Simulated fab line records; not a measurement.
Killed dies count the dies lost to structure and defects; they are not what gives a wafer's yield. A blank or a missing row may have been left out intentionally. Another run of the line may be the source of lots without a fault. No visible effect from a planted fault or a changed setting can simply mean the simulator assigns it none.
Chamber matching :: flow n5 finfet :: 4 sister chambers for N5_MIM_BOT_ETCH_ETCH_04 on rie diel-04
The step etches SiNx in CF4/O2, target depth 26 nm, time 13 s. 4 wafers are shown with their chamber, then 12 later ones without.

## WAFERS PAIRED WITH THEIR CHAMBERS
wafer: L086.3
chamber: 2
drypump motor current A (A): 5.4

wafer: L090.1
chamber: 0
drypump motor current A (A): 5.9

wafer: L090.3
chamber: 1
drypump motor current A (A): 5.4

wafer: L090.5
chamber: 3
drypump motor current A (A): 6.0

## WAFERS MISSING THEIR CHAMBER
wafer: L093.2
drypump motor current A (A): 5.3

wafer: L093.3
drypump motor current A (A): 6.0

wafer: L093.4
drypump motor current A (A): 5.4

wafer: L092.1
drypump motor current A (A): 5.9

wafer: L092.2
drypump motor current A (A): 5.4

wafer: L092.4
drypump motor current A (A): 5.4

wafer: L096.4
drypump motor current A (A): 5.4

wafer: L096.5
drypump motor current A (A): 6.0

wafer: L096.6
drypump motor current A (A): 5.4

wafer: L097.2
drypump motor current A (A): 5.4

wafer: L097.4
drypump motor current A (A): 6.0

wafer: L097.6
drypump motor current A (A): 5.4

## EACH ONE'S CHAMBER
wafer: L093.2
from the rows above: can't be placed: 1 or 2
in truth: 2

wafer: L093.3
from the rows above: 3
in truth: 3

wafer: L093.4
from the rows above: can't be placed: 1 or 2
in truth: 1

wafer: L092.1
from the rows above: 0
in truth: 0

wafer: L092.2
from the rows above: can't be placed: 1 or 2
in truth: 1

wafer: L092.4
from the rows above: can't be placed: 1 or 2
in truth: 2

wafer: L096.4
from the rows above: can't be placed: 1 or 2
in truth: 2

wafer: L096.5
from the rows above: 3
in truth: 3

wafer: L096.6
from the rows above: can't be placed: 1 or 2
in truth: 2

wafer: L097.2
from the rows above: can't be placed: 1 or 2
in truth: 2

wafer: L097.4
from the rows above: 3
in truth: 3

wafer: L097.6
from the rows above: can't be placed: 1 or 2
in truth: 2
Correct placement for 4 of the 12. Cannot be placed on the basis of these rows: 8; the candidates contain the true chamber in 8. 0 placed wrongly.
How it was worked out, from the rows above alone: a wafer's distance from a chamber is the root of the sum, over the readings, of the square of ((its reading less the chamber's mean) divided by the reading's scatter). If the next closest chamber is less than 2 further off than the closest, the wafer can't be placed; otherwise it belongs to the closest. The mean given for a chamber averages the wafers shown for that chamber. The scatter: with one shown wafer a chamber, the root of the mean of the squares of how far each hidden wafer lies from its nearest shown one.
